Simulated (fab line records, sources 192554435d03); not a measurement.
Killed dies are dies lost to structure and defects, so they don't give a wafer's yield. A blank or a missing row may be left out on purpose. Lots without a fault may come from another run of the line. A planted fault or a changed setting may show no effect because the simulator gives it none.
Chamber matching | flow n5_finfet | N5_ZERO_LAYER_PECVD_02 on pecvd-03: 3 sister chambers
The step deposits SiO2 from SiH4/N2O, target thk 10 nm, time 6 s. 14 wafers are shown with their chamber, then 7 later ones without.

WAFERS WITH THEIR CHAMBER
wafer  | chamber | showerhead_plenum_p_Torr (Torr) | heater_power_w (W)
L075.2 | 1       | 8.29                            | 593
L075.3 | 2       | 8.08                            | 927
L075.4 | 0       | 8.09                            | 713
L080.1 | 2       | 8.08                            | 920
L080.5 | 2       | 8.08                            | 924
L080.6 | 1       | 8.27                            | 638
L086.1 | 1       | 8.25                            | 568
L086.3 | 0       | 8.09                            | 668
L086.4 | 2       | 8.08                            | 901
L090.3 | 0       | 8.10                            | 622
L090.5 | 2       | 8.10                            | 885
L090.6 | 1       | 8.26                            | 585
L093.2 | 0       | 8.09                            | 619
L093.4 | 0       | 8.09                            | 607

SIGNATURES (means of the wafers above)
reading                  | chamber 0 | chamber 1 | chamber 2 | scatter within a chamber
showerhead_plenum_p_Torr | 8.0920    | 8.2675    | 8.0840    | 0.0108
heater_power_w           | 645.80    | 596.00    | 911.40    | 32.7
Rule: a wafer's distance from a chamber is the root of the sum, over the readings, of the square of ((its reading less the chamber's mean) divided by the reading's scatter). The wafer belongs to the nearest chamber; if the next one is less than 2 further off, it can't be placed. The scatter: the root of (the sum of the squares of (reading less its chamber's mean) over the shown wafers, divided by (wafers less chambers)).

WAFERS WITHOUT THEIR CHAMBER
wafer  | showerhead_plenum_p_Torr (Torr) | heater_power_w (W)
L093.6 | 8.08                            | 938
L096.1 | 8.07                            | 770
L096.2 | 8.11                            | 710
L096.6 | 8.09                            | 707
L097.1 | 8.27                            | 569
L097.3 | 8.11                            | 717
L097.5 | 8.08                            | 867

WHICH CHAMBER EACH WENT THROUGH
wafer  | from the rows above     | in truth
L093.6 | 2                       | 2
L096.1 | can't be placed: 0 or 2 | 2
L096.2 | 0                       | 0
L096.6 | 0                       | 0
L097.1 | 1                       | 1
L097.3 | 0                       | 0
L097.5 | 2                       | 2
Placed correctly: 6 of 7. Can't be placed from these rows: 1 (the true chamber is among the candidates in 1). Placed wrongly: 0.
